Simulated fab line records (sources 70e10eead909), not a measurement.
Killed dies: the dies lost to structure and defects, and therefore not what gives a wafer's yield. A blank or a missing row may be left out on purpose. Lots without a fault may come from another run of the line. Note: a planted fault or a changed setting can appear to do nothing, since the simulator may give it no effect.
fab line records	flow nand-harc
record lots=24	wafers=72	last-day=25
route steps=1159 shown A_CONTACT@864
lots that met no fault: from a run of the same line without faults
start-h: hours from the record's first day to the start of the lot's first wafer shown	wait-h: hours elapsed since this lot's preceding step	" identical to the entry in the row above	L1.1+2: one row covering several wafers at once	- no value present, or no start provided	* or withheld: withheld	< > ~ a bound
route shown NAME@n: NAME is a module with steps in the file, n the number in the route of the first one	usual: mean/standard deviation taken from wafers without a fault	same: alike in all rows	chamber/n: place in a boat	sites: per-site readings	_std_site: standard deviation across them	_edge_site: mean of outer sites minus mean of inner sites	radius-mm: for every site, how far away it sits from the centre of the wafer	mask NAME#n: copy n	behind: the tool/chamber that last shaped the wafer	hold: reason for holding the lot/hours on hold/outcome of the hold	device: which transistor (n, p or np) failed to switch	end of line: tests of these same wafers at the route's end	for a step that has no rows: nothing shown but its recipe	killed: at the first sort, the dies lost to defects and structure; wafer yield is something else	map: shows each die of a wafer: x if killed, . if not, _ if none is there
set.NAME: setting as actually run; set.NAME@STEP: the setting as run at that earlier step	model.NAME: the simulator's own value behind a step, which no gauge read
route steps across a sampled set of lots; one table per step, one row per wafer
## steps
# step NHARC_A_CONTACT_ETCH_113
# recipe source-w=withheld	pressure-mtorr=20	bias-v=3000	time-s=94	target-depth-a=9220	ar-flow-sccm=withheld	c4f8-flow-sccm=withheld	o2-flow-sccm=withheld	chemistry=C4F8/O2/Ar
lot.wafer	tool	chamber	start-h	wait-h	rf-hours-counter-h
L075.1	har-cap-etch-03	0	371.68	0.1	82
L075.2	"	1	"	"	82
L075.3	"	0	"	"	-
L074.1	har-cap-etch-02	0	372.92	0.1	11
L074.6	"	0	"	"	-
L074.5	"	1	"	"	-
L077.1	har-cap-etch-01	0	378.79	0.1	53
L077.2	"	1	"	"	53
L077.6	"	1	"	"	-
L076.1	har-cap-etch-01	0	382.72	0.1	54
L076.3	"	0	"	"	-
L076.5	"	0	"	"	-
L079.2	har-cap-etch-02	1	384.77	0.1	13
L079.3	"	0	"	"	-
L079.6	"	1	"	"	-
L078.4	har-cap-etch-03	1	400.90	0.1	-
L078.3	"	0	"	"	-
L078.6	"	0	"	"	-
L081.3	har-cap-etch-01	1	410.81	0.1	-
L081.4	"	0	"	"	-
L081.6	"	0	"	"	-
L080.2	har-cap-etch-01	1	421.03	0.1	60
L080.4	"	0	"	"	-
L080.3	"	1	"	"	-
L083.2	har-cap-etch-03	1	422.14	0.1	90
L083.1	"	0	"	"	90
L083.5	"	0	"	"	-
L084.1	har-cap-etch-02	0	428.31	0.1	20
L084.5	"	1	"	"	-
L084.6	"	0	"	"	-
L082.1	har-cap-etch-01	0	429.13	0.1	61
L082.2	"	1	"	"	61
L082.5	"	0	"	"	-
L086.1	har-cap-etch-01	1	460.29	0.1	64
L086.3	"	1	"	"	-
L086.5	"	1	"	"	-
L087.2	har-cap-etch-03	1	461.00	0.1	94
L087.1	"	0	"	"	94
L087.3	"	1	"	"	-
L088.2	har-cap-etch-02	1	463.26	0.1	24
L088.1	"	0	"	"	24
L088.4	"	1	"	"	-
L085.2	har-cap-etch-01	1	464.70	0.1	66
L085.5	"	1	"	"	-
L085.6	"	0	"	"	-
L090.1	har-cap-etch-02	1	472.70	0.1	27
L090.3	"	0	"	"	-
L090.5	"	1	"	"	-
L091.4	har-cap-etch-02	1	477.12	0.1	-
L091.6	"	0	"	"	-
L091.5	"	1	"	"	-
L089.3	har-cap-etch-01	1	477.58	0.1	-
L089.6	"	1	"	"	-
L089.5	"	0	"	"	-
L092.1	har-cap-etch-01	1	485.42	0.1	70
L092.3	"	1	"	"	-
L092.4	"	0	"	"	-
L094.1	har-cap-etch-02	0	497.54	0.1	32
L094.3	"	0	"	"	-
L094.6	"	1	"	"	-
L093.1	har-cap-etch-03	1	499.52	0.1	104
L093.4	"	0	"	"	-
L093.3	"	1	"	"	-
L095.3	har-cap-etch-01	0	508.85	0.1	-
L095.5	"	0	"	"	-
L095.6	"	1	"	"	-
L096.2	har-cap-etch-02	1	509.43	0.1	35
L096.1	"	0	"	"	35
L096.3	"	1	"	"	-
L097.1	har-cap-etch-02	1	522.12	0.1	37
L097.3	"	1	"	"	-
L097.4	"	0	"	"	-
# step NHARC_A_CONTACT_ETCH_114
# recipe source-w=withheld	pressure-mtorr=20	bias-v=3000	time-s=94	target-depth-a=9220	ar-flow-sccm=withheld	c4f8-flow-sccm=withheld	o2-flow-sccm=withheld	chemistry=C4F8/O2/Ar
lot.wafer	tool	chamber	start-h	wait-h	rf-hours-counter-h
L075.1	har-cap-etch-03	0	371.77	0.1	82
L075.2	"	1	"	"	82
L075.3	"	0	"	"	-
L074.1	har-cap-etch-02	0	373.01	0.1	11
L074.6	"	0	"	"	-
L074.5	"	1	"	"	-
L077.1	har-cap-etch-01	0	378.89	0.1	53
L077.2	"	1	"	"	53
L077.6	"	1	"	"	-
L076.1	har-cap-etch-01	0	382.85	0.1	54
L076.3	"	0	"	"	-
L076.5	"	0	"	"	-
L079.2	har-cap-etch-02	1	384.86	0.1	13
L079.3	"	0	"	"	-
L079.6	"	1	"	"	-
L078.4	har-cap-etch-03	1	400.99	0.1	-
L078.3	"	0	"	"	-
L078.6	"	0	"	"	-
L081.3	har-cap-etch-01	1	410.90	0.1	-
L081.4	"	0	"	"	-
L081.6	"	0	"	"	-
L080.2	har-cap-etch-01	1	421.12	0.1	60
L080.4	"	0	"	"	-
L080.3	"	1	"	"	-
L083.2	har-cap-etch-03	1	422.23	0.1	90
L083.1	"	0	"	"	90
L083.5	"	0	"	"	-
L084.1	har-cap-etch-02	0	428.40	0.1	20
L084.5	"	1	"	"	-
L084.6	"	0	"	"	-
L082.1	har-cap-etch-01	0	429.25	0.1	61
L082.2	"	1	"	"	61
L082.5	"	0	"	"	-
L086.1	har-cap-etch-01	1	460.38	0.1	65
L086.3	"	1	"	"	-
L086.5	"	1	"	"	-
L087.2	har-cap-etch-03	1	461.09	0.1	95
L087.1	"	0	"	"	95
L087.3	"	1	"	"	-
L088.2	har-cap-etch-02	1	463.35	0.1	24
L088.1	"	0	"	"	24
L088.4	"	1	"	"	-
L085.2	har-cap-etch-01	1	464.79	0.1	66
L085.5	"	1	"	"	-
L085.6	"	0	"	"	-
L090.1	har-cap-etch-02	1	472.79	0.1	27
L090.3	"	0	"	"	-
L090.5	"	1	"	"	-
L091.4	har-cap-etch-02	1	477.21	0.1	-
L091.6	"	0	"	"	-
L091.5	"	1	"	"	-
L089.3	har-cap-etch-01	1	477.67	0.1	-
L089.6	"	1	"	"	-
L089.5	"	0	"	"	-
L092.1	har-cap-etch-01	1	485.51	0.1	70
L092.3	"	1	"	"	-
L092.4	"	0	"	"	-
L094.1	har-cap-etch-02	0	497.63	0.1	32
L094.3	"	0	"	"	-
L094.6	"	1	"	"	-
L093.1	har-cap-etch-03	1	499.61	0.1	104
L093.4	"	0	"	"	-
L093.3	"	1	"	"	-
L095.3	har-cap-etch-01	0	508.94	0.1	-
L095.5	"	0	"	"	-
L095.6	"	1	"	"	-
L096.2	har-cap-etch-02	1	509.52	0.1	35
L096.1	"	0	"	"	35
L096.3	"	1	"	"	-
L097.1	har-cap-etch-02	1	522.21	0.1	37
L097.3	"	1	"	"	-
L097.4	"	0	"	"	-
# step NHARC_A_CONTACT_ETCH_118
# recipe source-w=withheld	pressure-mtorr=20	bias-v=3000	time-s=94	target-depth-a=9220	ar-flow-sccm=withheld	c4f8-flow-sccm=withheld	o2-flow-sccm=withheld	chemistry=C4F8/O2/Ar
lot.wafer	tool	chamber	start-h	wait-h	rf-hours-counter-h
L075.1	har-cap-etch-03	0	372.13	0.1	82
L075.2	"	1	"	"	82
L075.3	"	0	"	"	-
L074.1	har-cap-etch-02	0	373.50	0.1	11
L074.6	"	0	"	"	-
L074.5	"	1	"	"	-
L077.1	har-cap-etch-01	0	379.25	0.1	53
L077.2	"	1	"	"	53
L077.6	"	1	"	"	-
L076.1	har-cap-etch-01	0	383.33	0.1	55
L076.3	"	0	"	"	-
L076.5	"	0	"	"	-
L079.2	har-cap-etch-02	1	385.23	0.1	14
L079.3	"	0	"	"	-
L079.6	"	1	"	"	-
L078.4	har-cap-etch-03	1	401.35	0.1	-
L078.3	"	0	"	"	-
L078.6	"	0	"	"	-
L081.3	har-cap-etch-01	1	411.26	0.1	-
L081.4	"	0	"	"	-
L081.6	"	0	"	"	-
L080.2	har-cap-etch-01	1	421.49	0.1	60
L080.4	"	0	"	"	-
L080.3	"	1	"	"	-
L083.2	har-cap-etch-03	1	422.60	0.1	90
L083.1	"	0	"	"	90
L083.5	"	0	"	"	-
L084.1	har-cap-etch-02	0	428.77	0.1	20
L084.5	"	1	"	"	-
L084.6	"	0	"	"	-
L082.1	har-cap-etch-01	0	429.73	0.1	62
L082.2	"	1	"	"	62
L082.5	"	0	"	"	-
L086.1	har-cap-etch-01	1	460.75	0.1	65
L086.3	"	1	"	"	-
L086.5	"	1	"	"	-
L087.2	har-cap-etch-03	1	461.45	0.1	95
L087.1	"	0	"	"	95
L087.3	"	1	"	"	-
L088.2	har-cap-etch-02	1	463.71	0.1	25
L088.1	"	0	"	"	25
L088.4	"	1	"	"	-
L085.2	har-cap-etch-01	1	465.15	0.1	66
L085.5	"	1	"	"	-
L085.6	"	0	"	"	-
L090.1	har-cap-etch-02	1	473.15	0.1	27
L090.3	"	0	"	"	-
L090.5	"	1	"	"	-
L091.4	har-cap-etch-02	1	477.58	0.1	-
L091.6	"	0	"	"	-
L091.5	"	1	"	"	-
L089.3	har-cap-etch-01	1	478.04	0.1	-
L089.6	"	1	"	"	-
L089.5	"	0	"	"	-
L092.1	har-cap-etch-01	1	485.87	0.1	71
L092.3	"	1	"	"	-
L092.4	"	0	"	"	-
L094.1	har-cap-etch-02	0	497.99	0.1	33
L094.3	"	0	"	"	-
L094.6	"	1	"	"	-
L093.1	har-cap-etch-03	1	499.98	0.1	104
L093.4	"	0	"	"	-
L093.3	"	1	"	"	-
L095.3	har-cap-etch-01	0	509.30	0.1	-
L095.5	"	0	"	"	-
L095.6	"	1	"	"	-
L096.2	har-cap-etch-02	1	509.89	0.1	35
L096.1	"	0	"	"	35
L096.3	"	1	"	"	-
L097.1	har-cap-etch-02	1	522.57	0.1	37
L097.3	"	1	"	"	-
L097.4	"	0	"	"	-
# step NHARC_A_CONTACT_ETCH_127
# recipe source-w=withheld	pressure-mtorr=20	bias-v=1200	time-s=155	target-depth-a=9560	ar-flow-sccm=withheld	c4f8-flow-sccm=withheld	o2-flow-sccm=withheld	chemistry=C4F8/O2/Ar
lot.wafer	tool	chamber	start-h	wait-h	rf-hours-counter-h
L075.2	har-cap-etch-02	0	380.90	0.1	12
L075.1	"	1	"	"	12
L075.3	"	1	"	"	-
L074.1	har-cap-etch-03	0	382.54	0.1	85
L074.6	"	1	"	"	-
L074.5	"	0	"	"	-
L077.2	har-cap-etch-01	1	386.70	0.2	56
L077.1	"	0	"	"	56
L077.6	"	0	"	"	-
L076.1	har-cap-etch-02	1	390.64	0.1	15
L076.3	"	0	"	"	-
L076.5	"	0	"	"	-
L079.2	har-cap-etch-01	0	392.03	0.1	57
L079.3	"	0	"	"	-
L079.6	"	1	"	"	-
L078.3	har-cap-etch-02	0	407.99	0.1	-
L078.4	"	1	"	"	-
L078.6	"	0	"	"	-
L081.4	har-cap-etch-02	1	420.20	0.1	-
L081.3	"	0	"	"	-
L081.6	"	0	"	"	-
L080.2	har-cap-etch-02	1	430.80	0.1	21
L080.4	"	1	"	"	-
L080.3	"	0	"	"	-
L083.1	har-cap-etch-03	1	432.42	0.1	92
L083.2	"	0	"	"	92
L083.5	"	0	"	"	-
L084.1	har-cap-etch-01	1	435.22	0.1	63
L084.5	"	0	"	"	-
L084.6	"	1	"	"	-
L082.1	har-cap-etch-02	1	436.56	0.1	23
L082.2	"	0	"	"	23
L082.5	"	1	"	"	-
L086.1	har-cap-etch-03	1	467.98	0.1	96
L086.3	"	0	"	"	-
L086.5	"	0	"	"	-
L087.2	har-cap-etch-02	0	468.97	0.1	26
L087.1	"	1	"	"	26
L087.3	"	1	"	"	-
L088.1	har-cap-etch-01	1	470.38	0.1	67
L088.2	"	0	"	"	67
L088.4	"	0	"	"	-
L085.2	har-cap-etch-03	0	471.73	0.1	97
L085.5	"	1	"	"	-
L085.6	"	0	"	"	-
L090.1	har-cap-etch-03	0	482.87	0.1	100
L090.3	"	1	"	"	-
L090.5	"	0	"	"	-
L091.4	har-cap-etch-02	1	486.47	0.1	-
L091.5	"	1	"	"	-
L091.6	"	0	"	"	-
L089.3	har-cap-etch-03	0	487.10	0.1	-
L089.6	"	0	"	"	-
L089.5	"	1	"	"	-
L092.1	har-cap-etch-03	0	495.14	0.1	103
L092.4	"	1	"	"	-
L092.3	"	0	"	"	-
L094.1	har-cap-etch-02	1	504.48	0.1	34
L094.3	"	1	"	"	-
L094.6	"	0	"	"	-
L093.1	har-cap-etch-03	1	506.80	0.1	105
L093.4	"	1	"	"	-
L093.3	"	0	"	"	-
L095.3	har-cap-etch-03	1	516.65	0.1	-
L095.6	"	1	"	"	-
L095.5	"	0	"	"	-
L096.1	har-cap-etch-01	1	517.16	0.1	76
L096.2	"	0	"	"	76
L096.3	"	1	"	"	-
L097.1	har-cap-etch-03	1	529.44	0.1	110
L097.4	"	0	"	"	-
L097.3	"	1	"	"	-
# step NHARC_A_CONTACT_ETCH_130
# recipe source-w=withheld	pressure-mtorr=20	bias-v=1200	time-s=155	target-depth-a=9560	ar-flow-sccm=withheld	c4f8-flow-sccm=withheld	o2-flow-sccm=withheld	chemistry=C4F8/O2/Ar
lot.wafer	tool	chamber	start-h	wait-h	rf-hours-counter-h
L075.2	har-cap-etch-02	0	381.33	0.1	12
L075.1	"	1	"	"	12
L075.3	"	1	"	"	-
L074.1	har-cap-etch-03	0	382.97	0.1	85
L074.6	"	1	"	"	-
L074.5	"	0	"	"	-
L077.2	har-cap-etch-01	1	387.27	0.2	56
L077.1	"	0	"	"	56
L077.6	"	0	"	"	-
L076.1	har-cap-etch-02	1	391.07	0.1	16
L076.3	"	0	"	"	-
L076.5	"	0	"	"	-
L079.2	har-cap-etch-01	0	392.46	0.1	57
L079.3	"	0	"	"	-
L079.6	"	1	"	"	-
L078.3	har-cap-etch-02	0	408.42	0.1	-
L078.4	"	1	"	"	-
L078.6	"	0	"	"	-
L081.4	har-cap-etch-02	1	420.63	0.1	-
L081.3	"	0	"	"	-
L081.6	"	0	"	"	-
L080.2	har-cap-etch-02	1	431.22	0.1	22
L080.4	"	1	"	"	-
L080.3	"	0	"	"	-
L083.1	har-cap-etch-03	1	432.84	0.1	92
L083.2	"	0	"	"	92
L083.5	"	0	"	"	-
L084.1	har-cap-etch-01	1	435.65	0.1	63
L084.5	"	0	"	"	-
L084.6	"	1	"	"	-
L082.1	har-cap-etch-02	1	436.99	0.1	23
L082.2	"	0	"	"	23
L082.5	"	1	"	"	-
L086.1	har-cap-etch-03	1	468.41	0.1	96
L086.3	"	0	"	"	-
L086.5	"	0	"	"	-
L087.2	har-cap-etch-02	0	469.40	0.1	26
L087.1	"	1	"	"	26
L087.3	"	1	"	"	-
L088.1	har-cap-etch-01	1	470.81	0.1	68
L088.2	"	0	"	"	68
L088.4	"	0	"	"	-
L085.2	har-cap-etch-03	0	472.16	0.1	98
L085.5	"	1	"	"	-
L085.6	"	0	"	"	-
L090.1	har-cap-etch-03	0	483.30	0.1	100
L090.3	"	1	"	"	-
L090.5	"	0	"	"	-
L091.4	har-cap-etch-02	1	486.89	0.1	-
L091.5	"	1	"	"	-
L091.6	"	0	"	"	-
L089.3	har-cap-etch-03	0	487.53	0.1	-
L089.6	"	0	"	"	-
L089.5	"	1	"	"	-
L092.1	har-cap-etch-03	0	495.56	0.1	103
L092.4	"	1	"	"	-
L092.3	"	0	"	"	-
L094.1	har-cap-etch-02	1	504.91	0.1	34
L094.3	"	1	"	"	-
L094.6	"	0	"	"	-
L093.1	har-cap-etch-03	1	507.22	0.1	106
L093.4	"	1	"	"	-
L093.3	"	0	"	"	-
L095.3	har-cap-etch-03	1	517.07	0.1	-
L095.6	"	1	"	"	-
L095.5	"	0	"	"	-
L096.1	har-cap-etch-01	1	517.58	0.1	76
L096.2	"	0	"	"	76
L096.3	"	1	"	"	-
L097.1	har-cap-etch-03	1	529.87	0.1	110
L097.4	"	0	"	"	-
L097.3	"	1	"	"	-
# step NHARC_A_CONTACT_ETCH_135
# recipe source-w=withheld	pressure-mtorr=20	bias-v=3000	time-s=132	target-depth-a=12870	ar-flow-sccm=withheld	c4f8-flow-sccm=withheld	o2-flow-sccm=withheld	chemistry=C4F8/O2/Ar
lot.wafer	tool	chamber	start-h	wait-h	rf-hours-counter-h
L075.1	har-cap-etch-02	1	387.31	0.2	14
L075.2	"	0	"	"	14
L075.3	"	1	"	"	-
L074.1	har-cap-etch-03	1	388.50	0.2	86
L074.5	"	1	"	"	-
L074.6	"	0	"	"	-
L077.2	har-cap-etch-03	1	393.12	0.2	87
L077.1	"	0	"	"	87
L077.6	"	1	"	"	-
L076.1	har-cap-etch-02	0	396.49	0.2	16
L076.3	"	1	"	"	-
L076.5	"	0	"	"	-
L079.2	har-cap-etch-01	1	398.69	0.2	58
L079.3	"	0	"	"	-
L079.6	"	1	"	"	-
L078.4	har-cap-etch-03	0	418.07	0.1	-
L078.3	"	1	"	"	-
L078.6	"	0	"	"	-
L081.4	har-cap-etch-03	1	429.94	0.1	-
L081.3	"	0	"	"	-
L081.6	"	1	"	"	-
L080.2	har-cap-etch-03	1	436.65	0.2	93
L080.3	"	1	"	"	-
L080.4	"	0	"	"	-
L083.1	har-cap-etch-01	1	439.08	0.2	64
L083.2	"	0	"	"	64
L083.5	"	1	"	"	-
L084.1	har-cap-etch-03	0	441.24	0.2	94
L084.6	"	1	"	"	-
L084.5	"	0	"	"	-
L082.2	har-cap-etch-02	0	442.81	0.2	24
L082.1	"	1	"	"	24
L082.5	"	1	"	"	-
L086.1	har-cap-etch-01	1	474.66	0.2	68
L086.3	"	0	"	"	-
L086.5	"	1	"	"	-
L087.1	har-cap-etch-03	1	475.14	0.2	98
L087.2	"	0	"	"	98
L087.3	"	0	"	"	-
L088.1	har-cap-etch-03	0	477.93	0.2	99
L088.2	"	1	"	"	99
L088.4	"	0	"	"	-
L085.2	har-cap-etch-02	0	479.06	0.2	29
L085.6	"	1	"	"	-
L085.5	"	0	"	"	-
L090.1	har-cap-etch-01	1	493.26	0.2	71
L090.3	"	0	"	"	-
L090.5	"	1	"	"	-
L091.4	har-cap-etch-02	1	494.36	0.1	-
L091.5	"	1	"	"	-
L091.6	"	0	"	"	-
L089.3	har-cap-etch-01	1	495.95	0.1	-
L089.6	"	1	"	"	-
L089.5	"	0	"	"	-
L092.1	har-cap-etch-01	1	501.69	0.2	73
L092.3	"	1	"	"	-
L092.4	"	0	"	"	-
L094.1	har-cap-etch-03	0	510.64	0.2	106
L094.3	"	1	"	"	-
L094.6	"	1	"	"	-
L093.1	har-cap-etch-01	0	513.04	0.2	75
L093.3	"	0	"	"	-
L093.4	"	1	"	"	-
L095.3	har-cap-etch-01	0	522.88	0.1	-
L095.6	"	1	"	"	-
L095.5	"	0	"	"	-
L096.2	har-cap-etch-02	1	523.54	0.2	38
L096.1	"	0	"	"	38
L096.3	"	1	"	"	-
L097.1	har-cap-etch-03	0	535.72	0.2	111
L097.3	"	1	"	"	-
L097.4	"	0	"	"	-
## key
fault none
